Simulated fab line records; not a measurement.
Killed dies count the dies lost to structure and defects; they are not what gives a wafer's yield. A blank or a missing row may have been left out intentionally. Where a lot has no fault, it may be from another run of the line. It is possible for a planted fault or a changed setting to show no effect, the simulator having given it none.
Which tool is to blame?    flow n5_finfet    24 lots with 72 wafers sampled at 5 steps, on a route of 1938 steps

WHAT THE GAUGES SHOWED, per wafer
N5_BEOL_M3_OVL_MEAS_29. Usual: V2_OVL 0.0 nm, standard deviation 0.61.
lot   measured      on          V2_OVL (nm)     flag
L074  day 6 23:43   overlay-01  -0.1 0.1 0.4    
L075  day 7 19:56   overlay-02  -0.5 0.3 -1.2   
L076  day 8 02:28   overlay-01  0.2 1.0 -0.2    
L077  day 8 09:58   overlay-02  -0.1 0.2 -0.1   
L078  day 8 12:19   overlay-02  -0.2 -0.9 0.7   
L079  day 8 19:10   overlay-01  -1.2 -0.4 -0.9  
L080  day 8 21:04   overlay-02  -0.3 0.2 0.6    
L082  day 9 01:10   overlay-02  0.0 0.5 0.7     
L081  day 9 10:46   overlay-02  0.5 0.3 -0.8    
L083  day 9 13:22   overlay-01  0.6 0.2 0.2     
L084  day 10 07:07  overlay-02  0.1 -0.7 -0.7   
L085  day 10 14:26  overlay-01  0.6 0.9 -0.3    
L087  day 10 20:49  overlay-02  0.6 0.4 0.8     
L086  day 11 02:14  overlay-02  0.9 0.8 1.2     
L090  day 11 02:31  overlay-01  -0.2 -0.1 0.8   
L089  day 11 05:43  overlay-01  -0.2 -0.4 0.7   
L088  day 11 06:19  overlay-02  0.1 0.0 -0.7    
L091  day 11 15:41  overlay-01  0.1 0.3 -0.4    
L092  day 11 19:14  overlay-02  -0.2 -0.1 -1.1  
L093  day 11 20:37  overlay-01  0.7 1.5 0.4     
L096  day 12 19:01  overlay-02  -1.3 -0.4 0.6   
L094  day 12 19:05  overlay-01  1.2 -1.1 -0.7   
L095  day 12 22:44  overlay-02  0.4 -0.5 -0.3   
L097  day 13 07:25  overlay-01  -0.4 -0.5 0.1   

TOOL THAT RAN EACH LOT (tool first, then ch and the chambers of the sampled wafers, then the start)
lot   N5_BEOL_M2_ANNEAL_87          N5_BEOL_M2_PRE_CLEAN_60           N5_BEOL_M2_DEP_57                N5_BEOL_M3_DESCUM_16
L074  pvd_sputter-02, day 6 18:08   cvd_co-02 ch 0,1, day 6 20:50     pecvd-02 ch 0,1,2, day 6 20:59   rie_diel-04 ch 0,1, day 6 22:55
L075  pvd_sputter-03, day 7 15:07   cvd_co-01 ch 0,1,2, day 7 17:03   pecvd-04 ch 0,2, day 7 17:13     rie_diel-04 ch 1,2,3, day 7 19:02
L076  pvd_sputter-01, day 7 22:18   cvd_co-01 ch 0,2, day 8 00:08     pecvd-01 ch 0,1, day 8 00:18     rie_diel-06 ch 1,2, day 8 01:34
L077  pvd_sputter-02, day 8 03:37   cvd_co-01 ch 0,1,2, day 8 05:44   pecvd-01 ch 0,1,2, day 8 05:54   rie_diel-06 ch 1,2,3, day 8 08:13
L078  pvd_sputter-01, day 8 06:36   cvd_co-01 ch 0,1,2, day 8 08:26   pecvd-01 ch 1,2, day 8 08:36     rie_diel-03 ch 2,3, day 8 11:32
L079  pvd_sputter-02, day 8 14:41   cvd_co-01 ch 1,2, day 8 16:32     pecvd-01 ch 1,2, day 8 16:41     rie_diel-04 ch 0,1,2, day 8 18:23
L080  pvd_sputter-03, day 8 15:50   cvd_co-01 ch 0,1,2, day 8 17:41   pecvd-04 ch 0,1,2, day 8 17:50   rie_diel-06 ch 0,3, day 8 20:16
L082  pvd_sputter-02, day 8 21:09   cvd_co-01 ch 0,1,2, day 8 22:59   pecvd-02 ch 0,2, day 8 23:10     rie_diel-03 ch 1,2, day 9 00:17
L081  pvd_sputter-02, day 9 04:25   cvd_co-02 ch 0,1,2, day 9 06:16   pecvd-04 ch 0,1, day 9 06:25     rie_diel-06 ch 0,1, day 9 09:41
L083  pvd_sputter-02, day 9 09:19   cvd_co-01 ch 0,1, day 9 11:10     pecvd-01 ch 0,1,2, day 9 11:20   rie_diel-04 ch 0,1,2, day 9 12:20
L084  pvd_sputter-03, day 10 01:25  cvd_co-01 ch 0,1,2, day 10 03:15  pecvd-01 ch 0,2, day 10 03:25    rie_diel-04 ch 0,1,2, day 10 06:20
L085  pvd_sputter-02, day 10 05:49  cvd_co-02 ch 0,1,2, day 10 08:46  pecvd-04 ch 0,1, day 10 08:56    rie_diel-06 ch 1,2,3, day 10 13:31
L087  pvd_sputter-03, day 10 16:44  cvd_co-02 ch 1,2, day 10 18:52    pecvd-01 ch 0,2, day 10 19:01    rie_diel-06 ch 0,1,3, day 10 20:02
L086  pvd_sputter-03, day 10 20:59  cvd_co-01 ch 0,2, day 10 22:49    pecvd-04 ch 1,2, day 10 22:59    rie_diel-04 ch 1,2,3, day 11 01:13
L090  pvd_sputter-02, day 10 21:08  cvd_co-02 ch 1,2, day 10 22:59    pecvd-01 ch 0,2, day 10 23:08    rie_diel-04 ch 1,2, day 11 01:27
L089  pvd_sputter-01, day 10 23:05  cvd_co-01 ch 0,1,2, day 11 01:16  pecvd-01 ch 0,2, day 11 01:25    rie_diel-06 ch 0,1,2, day 11 04:53
L088  pvd_sputter-02, day 11 02:15  cvd_co-02 ch 1,2, day 11 04:08    pecvd-01 ch 0,1, day 11 04:17    rie_diel-04 ch 1,2, day 11 05:20
L091  pvd_sputter-03, day 11 11:09  cvd_co-02 ch 1,2, day 11 13:00    pecvd-01 ch 1,2, day 11 13:09    rie_diel-06 ch 1,2,3, day 11 14:55
L092  pvd_sputter-01, day 11 14:56  cvd_co-01 ch 0,1,2, day 11 16:47  pecvd-02 ch 0,1,2, day 11 16:56  rie_diel-03 ch 0,2,3, day 11 18:19
L093  pvd_sputter-03, day 11 15:02  cvd_co-01 ch 1,2, day 11 16:53    pecvd-01 ch 0,1,2, day 11 17:03  rie_diel-06 ch 1,2,3, day 11 19:43
L096  pvd_sputter-03, day 12 14:07  cvd_co-02 ch 0,1, day 12 15:57    pecvd-04 ch 1,2, day 12 16:07    rie_diel-06 ch 0,3, day 12 18:14
L094  pvd_sputter-01, day 12 14:21  cvd_co-02 ch 0,2, day 12 16:12    pecvd-01 ch 0,2, day 12 16:22    rie_diel-04 ch 1,2, day 12 18:16
L095  pvd_sputter-01, day 12 16:58  cvd_co-02 ch 0,1, day 12 18:51    pecvd-01 ch 0,1, day 12 19:01    rie_diel-04 ch 2,3, day 12 21:47
L097  pvd_sputter-03, day 12 22:21  cvd_co-01 ch 1,2, day 13 00:28    pecvd-04 ch 0,2, day 13 00:37    rie_diel-04 ch 1,2, day 13 06:38
- N5_BEOL_M2_ANNEAL_87: time 240 s.
- N5_BEOL_M2_PRE_CLEAN_60: time 15 s.
- N5_BEOL_M2_DEP_57: deposits SiCN from 3MS/NH3, target thk 8 nm, time 14 s.
- N5_BEOL_M3_DESCUM_16: chemistry O2, time 7 s.

WHAT THE TOOLS THEMSELVES READ (means of the sampled wafers that have a number; where no wafer has one, the mark that the record gives instead)
N5_BEOL_M2_ANNEAL_87. Usual: heater_power_w at 839 W, with a standard deviation of 60.
lot   tool            heater_power_w (W)  flag
L074  pvd_sputter-02  833                 
L075  pvd_sputter-03  829                 
L076  pvd_sputter-01  823                 
L077  pvd_sputter-02  797                 
L078  pvd_sputter-01  863                 
L079  pvd_sputter-02  838                 
L080  pvd_sputter-03  880                 
L082  pvd_sputter-02  815                 
L081  pvd_sputter-02  858                 
L083  pvd_sputter-02  872                 
L084  pvd_sputter-03  811                 
L085  pvd_sputter-02  824                 
L087  pvd_sputter-03  869                 
L086  pvd_sputter-03  815                 
L090  pvd_sputter-02  843                 
L089  pvd_sputter-01  828                 
L088  pvd_sputter-02  862                 
L091  pvd_sputter-03  853                 
L092  pvd_sputter-01  889                 
L093  pvd_sputter-03  860                 
L096  pvd_sputter-03  872                 
L094  pvd_sputter-01  793                 
L095  pvd_sputter-01  911                 
L097  pvd_sputter-03  770                 

N5_BEOL_M2_PRE_CLEAN_60. Usual: heater_power_outer_w 26 W, standard deviation 18; heater_power_w 91 W, standard deviation 30.
lot   tool       heater_power_outer_w (W)  heater_power_w (W)  flag
L074  cvd_co-02  18                        75                  
L075  cvd_co-01  34                        101                 
L076  cvd_co-01  19                        74                  
L077  cvd_co-01  34                        102                 
L078  cvd_co-01  33                        102                 
L079  cvd_co-01  32                        100                 
L080  cvd_co-01  33                        101                 
L082  cvd_co-01  34                        102                 
L081  cvd_co-02  16                        77                  
L083  cvd_co-01  47                        127                 
L084  cvd_co-01  33                        103                 
L085  cvd_co-02  16                        77                  
L087  cvd_co-02  15                        80                  
L086  cvd_co-01  19                        78                  
L090  cvd_co-02  17                        78                  
L089  cvd_co-01  33                        102                 
L088  cvd_co-02  17                        77                  
L091  cvd_co-02  17                        77                  
L092  cvd_co-01  34                        101                 
L093  cvd_co-01  32                        102                 
L096  cvd_co-02  17                        75                  
L094  cvd_co-02  15                        78                  
L095  cvd_co-02  17                        74                  
L097  cvd_co-01  32                        102                 

N5_BEOL_M2_DEP_57. Usual: showerhead_plenum_p_Torr 3.663 Torr, standard deviation 0.011; throttle_valve_pct 9.03 %, standard deviation 0.28.
lot   tool      showerhead_plenum_p_Torr (Torr)  throttle_valve_pct (%)  flag
L074  pecvd-02  3.675                            8.61                    
L075  pecvd-04  3.648                            9.24                    
L076  pecvd-01  3.667                            9.04                    
L077  pecvd-01  3.665                            9.03                    
L078  pecvd-01  3.664                            9.09                    
L079  pecvd-01  3.667                            9.05                    
L080  pecvd-04  3.659                            9.20                    
L082  pecvd-02  3.672                            8.35                    
L081  pecvd-04  3.660                            8.98                    
L083  pecvd-01  3.666                            9.21                    
L084  pecvd-01  3.657                            9.20                    
L085  pecvd-04  3.658                            8.97                    
L087  pecvd-01  3.661                            9.11                    
L086  pecvd-04  3.658                            9.03                    
L090  pecvd-01  3.659                            9.03                    
L089  pecvd-01  3.657                            8.98                    
L088  pecvd-01  3.665                            9.15                    
L091  pecvd-01  3.669                            9.30                    
L092  pecvd-02  3.676                            8.79                    
L093  pecvd-01  3.661                            9.19                    
L096  pecvd-04  3.650                            9.00                    
L094  pecvd-01  3.651                            9.19                    
L095  pecvd-01  3.661                            9.10                    
L097  pecvd-04  3.656                            9.05                    

N5_BEOL_M3_DESCUM_16. Usual: drypump_motor_current_A 5.6 A, standard deviation 0.39; oes_product_au 0.78 a.u., standard deviation 0.089; rf_vpp_V 242.9 V, standard deviation 1.1; showerhead_plenum_p_Torr 2.08 Torr, standard deviation 0.059; throttle_valve_pct 20.52 %, standard deviation 0.25.
lot   tool         drypump_motor_current_A (A)  oes_product_au (a.u.)  rf_vpp_V (V)  showerhead_plenum_p_Torr (Torr)  throttle_valve_pct (%)  flag
L074  rie_diel-04  5.5                          0.73                   243.0         2.08                             20.48                   
L075  rie_diel-04  5.4                          0.77                   242.4         2.04                             20.62                   
L076  rie_diel-06  5.8                          0.74                   242.9         2.07                             20.55                   
L077  rie_diel-06  6.0                          0.78                   243.2         2.09                             20.44                   
L078  rie_diel-03  6.0                          0.92                   243.5         2.11                             20.44                   
L079  rie_diel-04  5.6                          0.70                   242.1         2.05                             20.71                   
L080  rie_diel-06  5.8                          0.86                   243.1         2.09                             20.23                   
L082  rie_diel-03  5.3                          0.91                   243.5         2.18                             20.36                   
L081  rie_diel-06  5.4                          0.80                   242.9         2.04                             20.33                   
L083  rie_diel-04  5.6                          0.70                   242.7         2.05                             20.70                   
L084  rie_diel-04  5.6                          0.70                   242.6         2.05                             20.70                   
L085  rie_diel-06  6.0                          0.76                   243.1         2.08                             20.47                   
L087  rie_diel-06  5.7                          0.81                   242.8         2.07                             20.37                   
L086  rie_diel-04  5.3                          0.74                   241.7         2.04                             20.64                   
L090  rie_diel-04  5.4                          0.70                   242.3         2.04                             20.59                   
L089  rie_diel-06  5.6                          0.73                   243.0         2.04                             20.45                   
L088  rie_diel-04  5.4                          0.70                   243.1         2.04                             20.60                   
L091  rie_diel-06  6.0                          0.75                   242.2         2.08                             20.49                   
L092  rie_diel-03  5.6                          0.82                   243.2         2.08                             20.40                   
L093  rie_diel-06  6.0                          0.75                   242.9         2.08                             20.48                   
L096  rie_diel-06  5.5                          0.80                   242.4         2.04                             20.26                   
L094  rie_diel-04  5.6                          0.89                   243.9         2.19                             20.61                   
L095  rie_diel-04  5.5                          0.93                   243.8         2.18                             20.67                   
L097  rie_diel-04  5.4                          0.77                   242.8         2.12                             20.51                   

THE ANSWER, worked out from the rows above alone
Rule: lot off if the mean of its wafers having a number is beyond 3 standard deviations from the usual mean. A lot without any number at a reading at which 4 lots or more have one is off too. Any other lot the step has rows for is counted as sound. The gauges are gone through in route order, then the tools' own readings, and for those a lot's mean is taken as printed above. At the first step where some lot is off, the reading lying furthest off is the one used; lots without a number count as furthest.
None of the lots is off at any reading shown; this tells nothing.

WHAT THE SIMULATOR PUT IN
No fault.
